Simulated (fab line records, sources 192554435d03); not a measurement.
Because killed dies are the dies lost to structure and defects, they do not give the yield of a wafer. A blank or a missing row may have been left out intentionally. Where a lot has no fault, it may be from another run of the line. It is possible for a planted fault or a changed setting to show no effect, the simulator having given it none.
Which tool is to blame?    flow n5-finfet    27 wafers from 9 lots sampled at 5 of the route's 1938 steps

## WHAT THE GAUGES READ, wafer by wafer
N5_BEOL_M4_RC_MEAS_101. Usual: DIBL_N 36.5 mV/V, standard deviation 1.4; DIBL_P 36.6 mV/V, standard deviation 1.9; IOFF_N 0.167 nA/um, standard deviation 0.029; IOFF_P 0.21 nA/um, standard deviation 0.033; ION_N 674 uA/um, standard deviation 12; ION_P 460 uA/um, standard deviation 8.9; SS_N 71.6 mV/dec, standard deviation 0.57; SS_P 73.4 mV/dec, standard deviation 0.61; VT_N 249 mV, standard deviation 3.3; VT_P -250 mV, standard deviation 3.3.
lot   measured      on         DIBL_N (mV/V)   DIBL_P (mV/V)   IOFF_N (nA/um)     IOFF_P (nA/um)  ION_N (uA/um)  ION_P (uA/um)  SS_N (mV/dec)   SS_P (mV/dec)   VT_N (mV)    VT_P (mV)       flag
L920  day 8 13:14   prober-02  36.0 34.5 36.4  37.2 34.3 36.9  0.162 0.130 0.145  0.23 0.19 0.22  693 667 659    478 460 457    71.3 71.4 72.1  72.9 72.8 73.6  252 253 252  -252 -250 -250  
L922  day 9 04:07   prober-01  35.8 35.5 37.0  34.7 34.8 36.7  0.145 0.150 0.172  0.19 0.20 0.23  660 681 667    451 465 460    71.2 71.0 70.9  73.5 73.2 73.8  249 250 248  -251 -249 -248  
L923  day 9 12:04   prober-01  37.1 35.5 35.7  38.5 35.8 36.4  0.196 0.180 0.170  0.25 0.21 0.21  676 694 678    468 470 462    72.3 72.4 72.6  73.9 72.8 73.1  249 246 248  -248 -249 -249  
L925  day 9 18:21   prober-02  36.2 35.3 37.7  35.3 35.3 38.0  0.152 0.157 0.191  0.18 0.18 0.23  664 678 679    453 457 467    72.0 71.5 72.2  72.7 73.0 74.1  252 248 245  -253 -253 -249  
L934  day 12 05:22  prober-02  35.6 36.2 37.4  35.7 36.2 37.4  0.135 0.152 0.164  0.16 0.17 0.20  662 664 674    445 446 454    71.4 70.7 72.3  72.4 73.0 72.9  255 249 251  -255 -255 -255  
L935  day 13 01:41  prober-01  37.9 39.4 38.6  38.4 41.1 38.5  0.174 0.228 0.181  0.24 0.29 0.23  668 703 658    462 481 452    72.1 71.8 71.8  73.4 74.9 73.6  248 245 250  -251 -247 -251  
L937  day 13 01:34  prober-02  36.3 35.6 35.4  36.5 36.2 35.1  0.160 0.138 0.140  0.20 0.20 0.19  671 660 673    456 451 459    72.0 71.5 70.9  74.1 73.5 74.4  248 254 252  -253 -255 -253  
L939  day 13 16:08  prober-01  36.3 38.2 37.6  35.9 37.1 37.4  0.147 0.161 0.169  0.21 0.23 0.24  659 665 668    459 457 464    71.3 71.4 72.0  72.9 73.6 73.7  253 250 246  -249 -250 -249  
L940  day 13 20:43  prober-01  35.2 35.4 36.6  34.8 35.0 36.5  0.133 0.141 0.165  0.19 0.20 0.21  649 670 663    452 462 447    72.1 71.4 72.4  72.1 72.8 71.9  252 250 249  -252 -251 -251  

## WHAT TOOL EACH LOT RAN ON (gives the tool, then ch and the chambers of the sampled wafers, and finally the start)
lot   N5_HKMG_FIN_STRIP_60                  N5_HKMG_FIN_STRIP_92                N5_HKMG_FIN_WET_ETCH_18              N5_HKMG_FIN_NWFM_ALD_20
L920  plasma-asher-01 ch 0,1, day 4 18:23   rie-diel-05 ch 0,1,2, day 4 21:20   wet-bench-01 ch 3,4,6, day 4 21:25   ald-metal-04 ch 0,1,2, day 4 23:00
L922  plasma-asher-02 ch 0,1, day 5 05:40   rie-diel-02 ch 0,1,3, day 5 08:37   wet-bench-06 ch 0,3,7, day 5 08:42   ald-metal-03 ch 0,3, day 5 10:08
L923  plasma-asher-01 ch 0,1, day 5 13:08   rie-diel-06 ch 0,1,2, day 5 15:59   wet-bench-06 ch 0,1,4, day 5 16:04   ald-metal-02 ch 0,3, day 5 17:44
L925  plasma-asher-01 ch 0, day 5 23:38     rie-diel-05 ch 1,2, day 6 02:43     wet-bench-06 ch 0,3,4, day 6 02:48   ald-metal-02 ch 0,2,3, day 6 04:14
L934  plasma-asher-01 ch 0,1, day 8 10:35   rie-diel-02 ch 0,1,3, day 8 13:34   wet-bench-01 ch 0,4,7, day 8 13:39   ald-metal-02 ch 1,2, day 8 15:06
L935  plasma-asher-01 ch 0,1, day 8 14:11   rie-diel-06 ch 0,1,3, day 8 17:07   wet-bench-01 ch 1,3,4, day 8 17:10   ald-metal-02 ch 1,2, day 8 18:35
L937  plasma-asher-02 ch 0,1, day 9 00:18   rie-diel-02 ch 0,2, day 9 03:28     wet-bench-06 ch 3,5,7, day 9 03:33   ald-metal-04 ch 0,2, day 9 05:12
L939  plasma-asher-01 ch 0,1, day 9 16:40   rie-diel-05 ch 0,1, day 9 20:03     wet-bench-06 ch 1,3,6, day 9 20:08   ald-metal-03 ch 0,1,3, day 9 21:37
L940  plasma-asher-01 ch 0,1, day 10 01:45  rie-diel-02 ch 0,1,2, day 10 05:28  wet-bench-06 ch 0,1,7, day 10 05:34  ald-metal-04 ch 0,1,3, day 10 06:59
- N5_HKMG_FIN_STRIP_60: strips in N2/H2, time 360 s.
- N5_HKMG_FIN_STRIP_92: strips SOC in N2/H2, time 20 s.
- N5_HKMG_FIN_WET_ETCH_18: etches TiN in SC1, time 55 s, target depth 5.2 nm, rinse time 30 s.
- N5_HKMG_FIN_NWFM_ALD_20: deposits TiAlC, target thk 2 nm, pulse time 3 s, purge time 2 s.

## WHAT THE TOOLS THEMSELVES READ (means of the sampled wafers that have a number; where no wafer has one, the mark that the record gives instead)
N5_HKMG_FIN_STRIP_60. Usual: drypump-motor-current-A 5.36 A, standard deviation 0.22; heater-power-w 428 W, standard deviation 34.
lot   tool             drypump-motor-current-A (A)  heater-power-w (W)  flag
L920  plasma-asher-01  5.42                         447                 
L922  plasma-asher-02  5.25                         417                 
L923  plasma-asher-01  5.55                         420                 
L925  plasma-asher-01  5.63                         391                 
L934  plasma-asher-01  5.53                         417                 
L935  plasma-asher-01  5.52                         419                 
L937  plasma-asher-02  5.24                         424                 
L939  plasma-asher-01  5.44                         441                 
L940  plasma-asher-01  5.54                         413                 

N5_HKMG_FIN_STRIP_92. Usual: drypump-motor-current-A 5.6 A, standard deviation 0.53; oes-product-au 0.78 a.u., standard deviation 0.079; rf-vpp-V 54.3 V, standard deviation 0.85; showerhead-plenum-p-Torr 3.38 Torr, standard deviation 0.11; throttle-valve-pct 18.8 %, standard deviation 0.35.
lot   tool         drypump-motor-current-A (A)  oes-product-au (a.u.)  rf-vpp-V (V)  showerhead-plenum-p-Torr (Torr)  throttle-valve-pct (%)  flag
L920  rie-diel-05  5.3                          0.78                   53.9          3.33                             18.8                    
L922  rie-diel-02  5.8                          0.82                   54.4          3.38                             18.8                    
L923  rie-diel-06  5.5                          0.78                   54.4          3.36                             18.8                    
L925  rie-diel-05  5.3                          0.77                   54.4          3.36                             18.7                    
L934  rie-diel-02  5.8                          0.78                   55.0          3.37                             18.9                    
L935  rie-diel-06  5.6                          0.75                   54.5          3.43                             18.8                    
L937  rie-diel-02  5.5                          0.85                   54.3          3.45                             18.3                    
L939  rie-diel-05  5.0                          0.86                   53.1          3.27                             18.5                    
L940  rie-diel-02  5.7                          0.79                   54.7          3.41                             18.6                    

N5_HKMG_FIN_WET_ETCH_18. Usual: diw-flow-mL-min 1071.4, standard deviation 3.
lot   tool          diw-flow-mL-min  flag
L920  wet-bench-01  1074.2           
L922  wet-bench-06  1071.0           
L923  wet-bench-06  1069.1           
L925  wet-bench-06  1071.8           
L934  wet-bench-01  1067.7           
L935  wet-bench-01  1071.7           
L937  wet-bench-06  1069.7           
L939  wet-bench-06  1069.6           
L940  wet-bench-06  1071.3           

N5_HKMG_FIN_NWFM_ALD_20. Usual: heater-power-w 487 W, standard deviation 50; precursor-pulse-height-rel 1.001, standard deviation 0.022; susceptor-temp-C 300.00 C, standard deviation 0.17.
lot   tool          heater-power-w (W)  precursor-pulse-height-rel  susceptor-temp-C (C)  flag
L920  ald-metal-04  503                 0.982                       299.90                
L922  ald-metal-03  516                 1.002                       299.90                
L923  ald-metal-02  536                 0.986                       299.96                
L925  ald-metal-02  514                 1.002                       300.12                
L934  ald-metal-02  485                 1.001                       300.10                
L935  ald-metal-02  489                 0.977                       300.19                
L937  ald-metal-04  547                 0.999                       300.11                
L939  ald-metal-03  501                 0.995                       299.83                
L940  ald-metal-04  484                 0.995                       300.12                

## THE ANSWER, worked out from the rows above alone
Rule: a lot is off if the mean of its wafers that have a number lies more than 3 standard deviations from the usual mean. Also off: a lot with no number at a reading for which 4 or more lots have one. All remaining lots with rows at the step are treated as sound. First the gauges in route order, then the tools' own readings, where a lot's mean is used as printed above. At the first step where some lot is off, the reading lying furthest off is the one used; lots without a number count as furthest.
No lot is off at any reading shown: from this, nothing can be told.

## WHAT WAS PUT IN BY THE SIMULATOR
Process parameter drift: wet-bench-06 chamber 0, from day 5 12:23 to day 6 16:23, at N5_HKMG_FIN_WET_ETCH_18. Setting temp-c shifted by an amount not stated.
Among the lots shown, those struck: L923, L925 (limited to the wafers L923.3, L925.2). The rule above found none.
